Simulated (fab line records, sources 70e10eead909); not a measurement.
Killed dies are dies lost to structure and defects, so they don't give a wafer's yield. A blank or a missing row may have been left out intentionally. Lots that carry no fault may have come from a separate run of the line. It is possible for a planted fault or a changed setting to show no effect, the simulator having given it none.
A sampling plan put to the test / flow nandHarc / 17 faults told of in these records, all on one fab line, each judged by the records of the lots it struck
The plan consists of the line's own looks: route steps at which the wafer is read by a gauge or an inspection but not changed. A look is open to judgement when struck wafers have a number at it and the file gives its usual mean and standard deviation on fault-free wafers. Caught: a look later than the fault's first step finds the struck wafers' mean 4 or more of those standard deviations (sigma) from the usual mean. On the tool: the fault's steps, tested the same way using the tool's own readings. It also counts as caught if the struck wafers ran another recipe or if their record alone is blank.

THE FAULTS, as the simulator had put them in
1. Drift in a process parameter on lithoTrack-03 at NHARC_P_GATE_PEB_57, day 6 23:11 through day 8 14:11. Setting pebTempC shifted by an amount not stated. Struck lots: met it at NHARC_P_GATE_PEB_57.
2. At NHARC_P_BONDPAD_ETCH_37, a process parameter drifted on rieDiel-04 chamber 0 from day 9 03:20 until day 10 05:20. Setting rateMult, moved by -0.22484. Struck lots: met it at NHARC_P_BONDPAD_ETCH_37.
3. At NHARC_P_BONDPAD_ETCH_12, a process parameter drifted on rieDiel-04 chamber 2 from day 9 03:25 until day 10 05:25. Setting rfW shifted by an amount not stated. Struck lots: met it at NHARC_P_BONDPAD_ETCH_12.
4. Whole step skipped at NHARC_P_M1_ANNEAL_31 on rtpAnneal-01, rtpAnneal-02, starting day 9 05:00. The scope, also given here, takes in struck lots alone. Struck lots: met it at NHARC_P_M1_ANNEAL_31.
5. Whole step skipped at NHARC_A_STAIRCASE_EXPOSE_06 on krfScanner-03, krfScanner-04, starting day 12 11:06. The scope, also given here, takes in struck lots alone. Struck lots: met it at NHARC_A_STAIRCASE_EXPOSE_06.
6. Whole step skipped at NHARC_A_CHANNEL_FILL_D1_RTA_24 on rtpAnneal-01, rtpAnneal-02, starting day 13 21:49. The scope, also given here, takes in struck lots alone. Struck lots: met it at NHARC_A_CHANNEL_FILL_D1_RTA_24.
7. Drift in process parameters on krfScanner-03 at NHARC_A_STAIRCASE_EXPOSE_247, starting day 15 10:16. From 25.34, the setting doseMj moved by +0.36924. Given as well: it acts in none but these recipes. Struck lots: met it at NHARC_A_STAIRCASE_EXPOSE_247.
8. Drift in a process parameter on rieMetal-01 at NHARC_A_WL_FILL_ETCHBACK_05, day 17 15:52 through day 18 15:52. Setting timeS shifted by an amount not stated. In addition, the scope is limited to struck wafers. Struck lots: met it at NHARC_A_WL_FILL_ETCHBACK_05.
9. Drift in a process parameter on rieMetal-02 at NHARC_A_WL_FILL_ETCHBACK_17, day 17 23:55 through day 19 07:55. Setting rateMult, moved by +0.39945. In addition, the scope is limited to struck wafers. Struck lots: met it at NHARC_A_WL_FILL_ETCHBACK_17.
10. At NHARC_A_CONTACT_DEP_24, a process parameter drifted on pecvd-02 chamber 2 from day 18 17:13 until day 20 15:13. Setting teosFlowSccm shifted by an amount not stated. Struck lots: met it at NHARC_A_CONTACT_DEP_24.
11. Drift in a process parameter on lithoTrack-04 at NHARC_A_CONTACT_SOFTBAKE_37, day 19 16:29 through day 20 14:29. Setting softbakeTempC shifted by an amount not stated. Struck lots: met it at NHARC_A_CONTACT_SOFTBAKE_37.
12. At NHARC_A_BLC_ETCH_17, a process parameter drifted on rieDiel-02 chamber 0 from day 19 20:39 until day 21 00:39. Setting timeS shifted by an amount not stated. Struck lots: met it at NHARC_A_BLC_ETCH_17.
13. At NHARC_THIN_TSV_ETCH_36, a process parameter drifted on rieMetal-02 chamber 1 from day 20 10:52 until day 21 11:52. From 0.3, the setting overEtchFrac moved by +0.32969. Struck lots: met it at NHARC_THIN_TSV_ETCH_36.
14. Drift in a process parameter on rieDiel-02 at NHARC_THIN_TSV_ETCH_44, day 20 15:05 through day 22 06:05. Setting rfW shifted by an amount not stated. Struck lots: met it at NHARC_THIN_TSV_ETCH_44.
15. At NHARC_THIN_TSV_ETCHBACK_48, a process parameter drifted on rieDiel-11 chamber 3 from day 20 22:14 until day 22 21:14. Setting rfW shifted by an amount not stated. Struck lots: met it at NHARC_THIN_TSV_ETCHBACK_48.
16. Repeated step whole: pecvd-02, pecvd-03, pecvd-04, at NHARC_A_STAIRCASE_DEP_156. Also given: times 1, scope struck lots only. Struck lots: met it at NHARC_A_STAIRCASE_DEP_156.
17. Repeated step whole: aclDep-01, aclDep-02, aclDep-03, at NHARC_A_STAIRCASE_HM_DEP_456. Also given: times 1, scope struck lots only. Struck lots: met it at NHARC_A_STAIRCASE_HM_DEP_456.

WHAT THE PLAN SAW
fault=1; on the tool itself=plateTempC +14 sigma; first look that catches it=not the one look that can be judged after it; reading, sigma=-; median hours from its first step to that look=-; hours from the fault's start to the first struck lot there=-; judged looks passed uncaught=1
fault=2; on the tool itself=oesProductAu -14 sigma; first look that catches it=no look after it can be judged; reading, sigma=-; median hours from its first step to that look=-; hours from the fault's start to the first struck lot there=-; judged looks passed uncaught=0
fault=3; on the tool itself=rfFwdPowerW +99 or beyond sigma; first look that catches it=no look after it can be judged; reading, sigma=-; median hours from its first step to that look=-; hours from the fault's start to the first struck lot there=-; judged looks passed uncaught=0
fault=4; on the tool itself=the tool's record is blank for the struck wafers; first look that catches it=NHARC_END_SORT_01; reading, sigma=killedAtPeriphery +9.6; median hours from its first step to that look=332.3; hours from the fault's start to the first struck lot there=335; judged looks passed uncaught=0
fault=5; on the tool itself=no reading that can be judged; first look that catches it=no look after it can be judged; reading, sigma=-; median hours from its first step to that look=-; hours from the fault's start to the first struck lot there=-; judged looks passed uncaught=0
fault=6; on the tool itself=the tool's record is blank for the struck wafers; first look that catches it=no look after it can be judged; reading, sigma=-; median hours from its first step to that look=-; hours from the fault's start to the first struck lot there=-; judged looks passed uncaught=0
fault=7; on the tool itself=exposureDoseMJCm2 +10 sigma; first look that catches it=no look after it can be judged; reading, sigma=-; median hours from its first step to that look=-; hours from the fault's start to the first struck lot there=-; judged looks passed uncaught=0
fault=8; on the tool itself=runLengthS -65 sigma; first look that catches it=not the one look that can be judged after it; reading, sigma=-; median hours from its first step to that look=-; hours from the fault's start to the first struck lot there=-; judged looks passed uncaught=1
fault=9; on the tool itself=oesProductAu +19 sigma; first look that catches it=no look after it can be judged; reading, sigma=-; median hours from its first step to that look=-; hours from the fault's start to the first struck lot there=-; judged looks passed uncaught=0
fault=10; on the tool itself=mfcPrecursorSccm +99 or beyond sigma; first look that catches it=not the one look that can be judged after it; reading, sigma=-; median hours from its first step to that look=-; hours from the fault's start to the first struck lot there=-; judged looks passed uncaught=1
fault=11; on the tool itself=heaterPowerTotalW -36 sigma; first look that catches it=no look after it can be judged; reading, sigma=-; median hours from its first step to that look=-; hours from the fault's start to the first struck lot there=-; judged looks passed uncaught=0
fault=12; on the tool itself=runLengthS +50 sigma; first look that catches it=not the one look that can be judged after it; reading, sigma=-; median hours from its first step to that look=-; hours from the fault's start to the first struck lot there=-; judged looks passed uncaught=1
fault=13; on the tool itself=under 2 sigma; first look that catches it=not the one look that can be judged after it; reading, sigma=-; median hours from its first step to that look=-; hours from the fault's start to the first struck lot there=-; judged looks passed uncaught=1
fault=14; on the tool itself=rfFwdPowerW -41 sigma; first look that catches it=not the one look that can be judged after it; reading, sigma=strongest: killedOpen at NHARC_END_SORT_01, +2.3; median hours from its first step to that look=-; hours from the fault's start to the first struck lot there=-; judged looks passed uncaught=1
fault=15; on the tool itself=rfFwdPowerW +49 sigma; first look that catches it=not the one look that can be judged after it; reading, sigma=strongest: killedAtArray at NHARC_END_SORT_01, +2.5; median hours from its first step to that look=-; hours from the fault's start to the first struck lot there=-; judged looks passed uncaught=1
fault=16; on the tool itself=under 2 sigma; first look that catches it=no look after it can be judged; reading, sigma=-; median hours from its first step to that look=-; hours from the fault's start to the first struck lot there=-; judged looks passed uncaught=0
fault=17; on the tool itself=under 2 sigma; first look that catches it=not the one look that can be judged after it; reading, sigma=-; median hours from its first step to that look=-; hours from the fault's start to the first struck lot there=-; judged looks passed uncaught=1
A dash: the fault is not caught, or the number is missing from these records.

Caught at a look: 1 of 17. Caught on the tool: 13 of 17. By one or the other: 13 of 17.
Caught on the tool alone: faults 1, 2, 3, 6, 7, 8, 9, 10, 11, 12, 14, 15.
Caught by neither: faults 5, 13, 16, 17.

THINNER SAMPLING
In the worst case, this is how late the first struck lot would be measured if the look that catches a fault measured only every second or every third lot, by lot number:
fault=4; struck lots at that look, in order of time=L789, L793; every lot=335 h; every second lot=may miss all 2; every third lot=may miss all 2
The hour figures run from when the fault began to the first measured lot among those it struck. The test against the limit of 4 sigma pooled every struck wafer, which means one lot taken alone may stay below that limit. Other struck lots may not be in these records.

THE LONGEST TIMED WAY FROM STEP TO LOOK
Fault 4: median gap of 332.3 hours between NHARC_P_M1_ANNEAL_31 and NHARC_END_SORT_01. No look between them can be judged.
